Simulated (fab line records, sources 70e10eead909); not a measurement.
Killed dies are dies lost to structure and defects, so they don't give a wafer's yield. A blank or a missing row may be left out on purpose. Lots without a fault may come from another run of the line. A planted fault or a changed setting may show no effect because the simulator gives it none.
fab line records | flow nand_harc
record lots=14 wafers=40 last_day=33
route steps=1302 shown P_GATE@169 THIN_TSV@1259 END@1302
lots that met no fault: from a run of the same line without faults
start_h: hours from the record's first day to the start of the lot's first wafer shown | wait_h: hours since the lot's step before | " the same as in the row above | L1.1+2: a row that stands for several wafers | - no value, or no start given | * or withheld: withheld | < > ~ a bound
route shown NAME@n: a module of which the file shows steps, and the number in the route of the first | usual: mean/standard deviation of fault-free wafers | same: alike in all rows | chamber/n: place in a boat | sites: the reading at each site | _std_site: their standard deviation | _edge_site: outer sites' mean less inner sites' | radius_mm: how far each site lies from the wafer's centre | mask NAME#n: copy n | behind: the tool/chamber that last shaped the wafer | hold: why the lot was held/for how many hours/how that ended | device: the transistor (n, p or np) that didn't switch | end of line: the same wafers' tests at the end of the route | a step without rows: its recipe alone | killed: dies lost to structure and defects at the first sort, not the wafer's yield | map: a wafer's dies, x killed, . not, _ none there
set.NAME: the setting as run; set.NAME@STEP: as run at that earlier step | model.NAME: the simulator's own value behind a step, which no gauge read
steps of the route over a sample of lots; a table a step, a row a wafer
services: from which hour (start_h, from the record's first day; less than 0 if before it) a tool's chamber was out of use, for how many hours, and why
## steps
# step NHARC_P_GATE_DEVELOP_45
# recipe time_s=70
# columns lot.wafer tool chamber start_h wait_h
L282.3+4+6 litho_track-02 0 109 -
L284.2+4+5 litho_track-07 0 127 -
L286.1+4+6 litho_track-02 0 148 -
L287.2+4+6 litho_track-03 0 160 -
L291.2+6 litho_track-07 0 201 -
L293.1+6 litho_track-07 0 215 -
L296.2+4+5 litho_track-03 0 254 -
L297.3+4+5 litho_track-03 0 258 -
L299.2+4+6 litho_track-02 0 279 -
L301.1+2+4 litho_track-03 0 295 -
L300.2+3+5 litho_track-03 0 296 -
L302.2+5+6 litho_track-02 0 311 -
L303.3+5+6 litho_track-02 0 324 -
L304.4+5+6 litho_track-02 0 332 -
# step NHARC_THIN_TSV_CD_MEAS_12
# recipe target_cd_nm=1000 landing_energy_ev=500
# usual cd_nm=1000.7/1.8
# same landing_energy_ev=500
# columns lot.wafer tool chamber start_h wait_h cd_nm
L282.3 cd_sem-01 0 544.48 - 1003.1
L282.4 " 0 " " 999.1
L282.6 " 0 " " 999.0
L284.2 cd_sem-01 0 561.74 - 1003.0
L284.4 " 0 " " 1004.5
L284.5 " 0 " " 1000.8
L286.1 cd_sem-03 0 574.45 - 997.5
L286.4 " 0 " " 1000.9
L286.6 " 0 " " 999.6
L287.2 cd_sem-01 0 588.83 - 1002.8
L287.4 " 0 " " 1000.0
L287.6 " 0 " " 999.6
L291.2 cd_sem-01 0 628.15 - 1002.8
L293.1 cd_sem-03 0 643.41 - 1000.8
L296.2 cd_sem-03 0 677.63 - 1000.8
L296.4 " 0 " " 999.9
L296.5 " 0 " " 1001.8
L297.3 cd_sem-02 0 679.09 - 1000.1
L297.4 " 0 " " 1001.4
L297.5 " 0 " " 1002.3
L299.2 cd_sem-01 0 722.45 - 999.9
L299.4 " 0 " " 999.4
L299.6 " 0 " " 1002.2
L301.1 cd_sem-01 0 728.62 - 1002.4
L301.2 " 0 " " 1000.6
L301.4 " 0 " " 997.1
L300.2 cd_sem-01 0 736.89 - 1000.4
L300.3 " 0 " " 1001.0
L300.5 " 0 " " 1002.3
L302.2 cd_sem-03 0 738.20 - 998.8
L302.5 " 0 " " 997.1
L302.6 " 0 " " 999.2
L303.3 cd_sem-01 0 755.66 - 1001.2
L303.5 " 0 " " 999.7
L303.6 " 0 " " 1000.4
L304.4 cd_sem-01 0 765.78 - 1000.9
L304.5 " 0 " " 999.2
L304.6 " 0 " " 998.3
# step NHARC_THIN_TSV_PRE_CLEAN_50
# recipe time_s=30 temp_c=280 gas=H2/He
# usual heater_power_w=398/36
# columns lot.wafer tool chamber start_h wait_h heater_power_w
L282.4 pvd_sputter-02 - - - 454
L282.3 " - " " 431
L282.6 " - " " 468
L284.2 pvd_sputter-03 - - - 435
L284.4 " - " " 369
L284.5 " - " " 374
L286.4 pvd_sputter-02 - - - 439
L286.1 " - " " 433
L286.6 " - " " 451
L287.2 pvd_sputter-01 - - - 356
L287.4 " - " " 418
L287.6 " - " " 410
L291.2 pvd_sputter-03 - - - 370
L293.1 pvd_sputter-01 - - - 372
L296.2 pvd_sputter-01 - - - 393
L296.4 " - " " 441
L296.5 " - " " 395
L297.4 pvd_sputter-03 - - - 381
L297.3 " - " " 372
L297.5 " - " " 369
L299.2 pvd_sputter-01 - - - 381
L299.4 " - " " 409
L299.6 " - " " 398
L301.1 pvd_sputter-03 - - - 342
L301.2 " - " " 452
L301.4 " - " " 362
L300.3 pvd_sputter-01 - - - 388
L300.2 " - " " 366
L300.5 " - " " 370
L302.2 pvd_sputter-01 - - - 367
L302.5 " - " " 398
L302.6 " - " " 371
L303.3 pvd_sputter-03 - - - 362
L303.5 " - " " 341
L303.6 " - " " 461
L304.4 pvd_sputter-01 - - - 397
L304.6 " - " " 364
L304.5 " - " " 431
# step NHARC_THIN_TSV_PVD_19
# recipe target_thk_a=200 chamber_pressure_pa=5 material=TaN
# usual throttle_valve_pct=29.9/0.76
# columns lot.wafer tool chamber start_h wait_h throttle_valve_pct
L282.3 pvd_sputter-02 - - - 31.5
L282.4 " - " " 29.3
L282.6 " - " " 31.4
L284.4 pvd_sputter-03 - - - 29.3
L284.2 " - " " 31.0
L284.5 " - " " 28.7
L286.1 pvd_sputter-02 - - - 31.4
L286.4 " - " " 29.3
L286.6 " - " " 30.2
L287.4 pvd_sputter-01 - - - 29.6
L287.2 " - " " 29.5
L287.6 " - " " 29.7
L291.2 pvd_sputter-03 - - - 30.0
L293.1 pvd_sputter-01 - - - 29.9
L296.2 pvd_sputter-01 - - - 29.6
L296.4 " - " " 29.7
L296.5 " - " " 29.4
L297.3 pvd_sputter-03 - - - 29.9
L297.4 " - " " 29.0
L297.5 " - " " 29.2
L299.2 pvd_sputter-01 - - - 29.4
L299.4 " - " " 29.6
L299.6 " - " " 30.1
L301.2 pvd_sputter-03 - - - 30.1
L301.1 " - " " 28.9
L301.4 " - " " 29.2
L300.3 pvd_sputter-01 - - - 29.5
L300.2 " - " " 30.7
L300.5 " - " " 29.8
L302.2 pvd_sputter-01 - - - 29.7
L302.6 " - " " 29.8
L302.5 " - " " 30.0
L303.3 pvd_sputter-03 - - - 29.5
L303.6 " - " " 29.0
L303.5 " - " " 28.0
L304.4 pvd_sputter-01 - - - 29.7
L304.6 " - " " 30.6
L304.5 " - " " 29.4
# step NHARC_END_SORT_01
# recipe temp_c=25
# usual killed_at_array=49/18 killed_at_other=0.7/1.1 killed_at_periphery=4.0/2.6 killed_dies=54/19 killed_open=3.4/1.7 killed_short=2.5/1.7
# same gross_dies=677
# columns lot.wafer tool chamber start_h wait_h killed_at_array killed_at_other killed_at_periphery killed_dies killed_open killed_short
L291.2 prober-01 0 646.21 2.8 42 3 1 46 1 1
L291.6 prober-01 0 649.42 4.0 36 1 640 677 5 2
L293.1 prober-01 0 658.65 2.5 65 0 1 66 2 3
L293.6 prober-01 0 662.66 4.0 66 0 611 677 4 1
# killed by level:class
L291.2 A_CHANNEL_HOLE_D2:chamber_film_flake=15 A_CONTACT:chamber_film_flake=10 A_CHANNEL_FILL_D2:chamber_film_flake=5 A_SLIT:chamber_film_flake=3 THIN_TSV:chamber_film_flake=3 A_CHANNEL_HOLE_D1:chamber_film_flake=2 A_DECK1_JOINT:chamber_film_flake=2 A_STAIRCASE:chamber_film_flake=2
L291.6 P_GATE:area_develop=634 A_CHANNEL_HOLE_D2:chamber_film_flake=12 A_CHANNEL_HOLE_D1:chamber_film_flake=5 P_GATE:chamber_film_flake=4 A_CHANNEL_FILL_D2:chamber_film_flake=4 A_STAIRCASE:chamber_film_flake=4 A_CONTACT:chamber_film_flake=3 P_M0:geometric_particle:open=1
L293.1 A_SLIT:chamber_film_flake=28 A_CHANNEL_HOLE_D1:chamber_film_flake=10 A_CHANNEL_HOLE_D2:chamber_film_flake=7 A_STAIRCASE:chamber_film_flake=5 A_M0:chamber_film_flake=3 A_ZERO_WELL:chamber_film_flake=2 A_CHANNEL_FILL_D1:chamber_film_flake=2 A_CHANNEL_FILL_D2:chamber_film_flake=2
L293.6 P_GATE:area_develop=605 A_SLIT:chamber_film_flake=26 A_CHANNEL_HOLE_D1:chamber_film_flake=15 A_CHANNEL_HOLE_D2:chamber_film_flake=8 A_CONTACT:chamber_film_flake=7 P_GATE:chamber_film_flake=3 A_CHANNEL_FILL_D2:chamber_film_flake=3 A_ZERO_WELL:chamber_film_flake=2
## services
# columns tool chamber start_h hours kind
litho_track-03 - 100.00 7.0 pm
pvd_sputter-02 - 104.00 10.0 pm
pvd_sputter-01 - 104.91 6.1 repair
pvd_sputter-01 - 160.20 10.7 repair
pvd_sputter-03 - 176.20 10.0 pm
pvd_sputter-03 - 210.19 3.5 repair
pvd_sputter-01 - 218.28 27.0 repair
litho_track-02 - 227.00 7.0 pm
pvd_sputter-01 - 245.29 10.0 pm
litho_track-03 - 275.00 7.0 pm
pvd_sputter-02 - 282.02 10.0 pm
pvd_sputter-03 - 307.93 1.4 repair
pvd_sputter-02 - 308.07 3.1 repair
pvd_sputter-03 - 354.20 10.0 pm
litho_track-02 - 402.00 7.0 pm
pvd_sputter-01 - 423.29 10.0 pm
litho_track-03 - 450.00 7.0 pm
pvd_sputter-03 - 532.20 10.0 pm
litho_track-02 - 577.00 7.0 pm
pvd_sputter-01 - 601.29 10.0 pm
litho_track-03 - 625.00 7.0 pm
pvd_sputter-03 - 701.98 4.9 repair
pvd_sputter-03 - 710.20 10.0 pm
litho_track-02 - 752.00 7.0 pm
## key
first_sign step=NHARC_END_SORT_01 reading=killed_at_periphery direction=up sigmas=99+ usual=4.0 struck=625.5
effect step=NHARC_END_SORT_01 reading=killed_dies direction=up sigmas=33 usual=54 struck=677
more_kills_born_at NHARC_P_GATE_DEVELOP_45@litho_track-07=1239
met_at NHARC_P_GATE_DEVELOP_45
struck_lots L291,L293
struck_wafers L291.6,L293.6
later_rows_left_out L291.6,L293.6
tester_left_out L291,L293
not_acting_at NHARC_THIN_TSV_CD_MEAS_12,NHARC_THIN_TSV_PRE_CLEAN_50,NHARC_THIN_TSV_PVD_19
onset_between 127 201
fault kind=process_parameter_drift tool=litho_track-07 chamber=- onset_h=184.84 steps=NHARC_P_GATE_DEVELOP_45 channel=time_s offset=* shape=step end_h=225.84 scope=struck_wafers_only acts_in=* stated=*
# tester_left_out: of these lots the tester's yield and bins aren't shown, on N5 and GAA mostly nor the transistor test; their killed dies are dies lost to structure and defects alone, not to doping, threshold or leakage, so they don't give the yield
# later_rows_left_out: the simulator's readings of these wafers behind a module that went badly wrong aren't trusted and aren't shown, but for the sort
